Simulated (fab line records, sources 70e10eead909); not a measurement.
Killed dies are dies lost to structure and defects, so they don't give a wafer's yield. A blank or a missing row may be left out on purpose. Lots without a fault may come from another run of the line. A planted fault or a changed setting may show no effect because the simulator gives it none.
A struck lot beside a sound one | flow nand_harc | 15 steps out of a route of 1302
Sound: wafers L410.2, L410.3, L410.4. Struck: wafers L404.1, L404.3. (L404.4 of the same lot was not struck and is left out.) The cause comes at the end.
At each step with rows: each side's tool, then ch and its chambers, then its first start. Under that, the readings that differ: sound wafers | struck wafers | difference of the means | sigmas: that difference in standard deviations of wafers without a fault.
alike: readings whose means differ by less than 2 such deviations, and words and numbers that are the same on both sides. not compared: withheld readings, readings that some wafer has no value for, bounds like >300 that may hide the same value, and numbers for which the record gives no deviation and whose values overlap.
The two part at a step that has a row with sigmas, a row that says differs or no value, or rows on one side only. Numbers that don't overlap but have no deviation are shown without sigmas and don't part them. A reading that every wafer of one side lacks parts them only if that side has two wafers or more.

first, 7 steps without rows for these wafers: NHARC_P_ZERO_WELL_COAT_64 (time 65 s); NHARC_P_ZERO_WELL_COAT_05 (resist thk 600 nm); NHARC_P_ZERO_WELL_SOFTBAKE_06 (time 70 s); NHARC_P_ZERO_WELL_EBR_07; NHARC_P_ZERO_WELL_EXPOSE_08 (exposes mask P ZERO, target cd 500 nm); NHARC_P_ZERO_WELL_PEB_09 (peb time 80 s); NHARC_P_ZERO_WELL_DEVELOP_10 (time 50 s).
NHARC_P_ZERO_WELL_CD_MEAS_11: target cd 500 nm.
  sound on cd_sem-03 ch 0, day 9 19:07; struck on cd_sem-02 ch 0, day 7 07:14
  alike: cd_nm
then, 1 step without rows for these wafers: NHARC_P_ZERO_WELL_HARDBAKE_12 (time 65 s).
NHARC_P_ZERO_WELL_DESCUM_13: chemistry O2, time 3 s.
  sound on rie_diel-13 ch 0,1,3, day 9 19:20; struck on rie_diel-03 ch 0,2, day 7 07:24
  alike: drypump_motor_current_A, oes_product_au, rf_vpp_V, showerhead_plenum_p_Torr, throttle_valve_pct
  not compared: rf_hours_counter_h
NHARC_P_ZERO_WELL_ETCH_65: etches the open film in N2/H2, target depth 80 nm, overetch 24 nm, time 87.88 s.
  sound on rie_diel-13 ch 0,2,3, day 9 19:26; struck on rie_diel-03 ch 0,1, day 7 07:29
  reading             | sound             | struck      | difference | sigmas
  h2_flow_sccm (sccm) | 151.0 150.2 149.8 | 149.7 149.0 | -1.0       | -2
  alike: drypump_motor_current_A, oes_product_au, rf_vpp_V, showerhead_plenum_p_Torr, throttle_valve_pct
  not compared: rf_hours_counter_h
NHARC_P_ZERO_WELL_ETCH_62: etches the open film in CHF3/Ar, target depth 13 nm, time 6.5 s.
  sound on rie_diel-13 ch 0,2,3; struck on rie_diel-03 ch 2,3
  reading                | sound    | struck | difference | sigmas
  rf_hours_counter_h (h) | 13 11 14 | 10 9   | -3         |
  alike: drypump_motor_current_A, oes_product_au, rf_vpp_V, showerhead_plenum_p_Torr, throttle_valve_pct
NHARC_P_ZERO_WELL_ETCH_63: etches the open film in HBr/Cl2, target depth 120 nm, time 40.1 s.
  sound on rie_si-01 ch 1,2,3, day 9 19:40; struck on rie_si-02 ch 0,3, day 7 07:40
  reading                | sound             | struck      | difference | sigmas
  oes_product_au (a.u.)  | 0.995 1.010 1.009 | 1.216 1.212 | +0.209     | +33
  rf_hours_counter_h (h) | 0.1 0.1 0.1       | 0.3 0.4     | +0.2       |
  alike: drypump_motor_current_A, throttle_valve_pct
then, 1 step without rows for these wafers: NHARC_P_ZERO_WELL_STRIP_15 (strips in SPM, time 900 s).
NHARC_END_SORT_01:
  the record has rows for the sound wafers here (prober-01 ch 0, day 32 19:16) and none for the struck ones

WHERE THEY PART
First at NHARC_P_ZERO_WELL_ETCH_65; last, within this record, at NHARC_END_SORT_01.

WHY: what the simulator had put in
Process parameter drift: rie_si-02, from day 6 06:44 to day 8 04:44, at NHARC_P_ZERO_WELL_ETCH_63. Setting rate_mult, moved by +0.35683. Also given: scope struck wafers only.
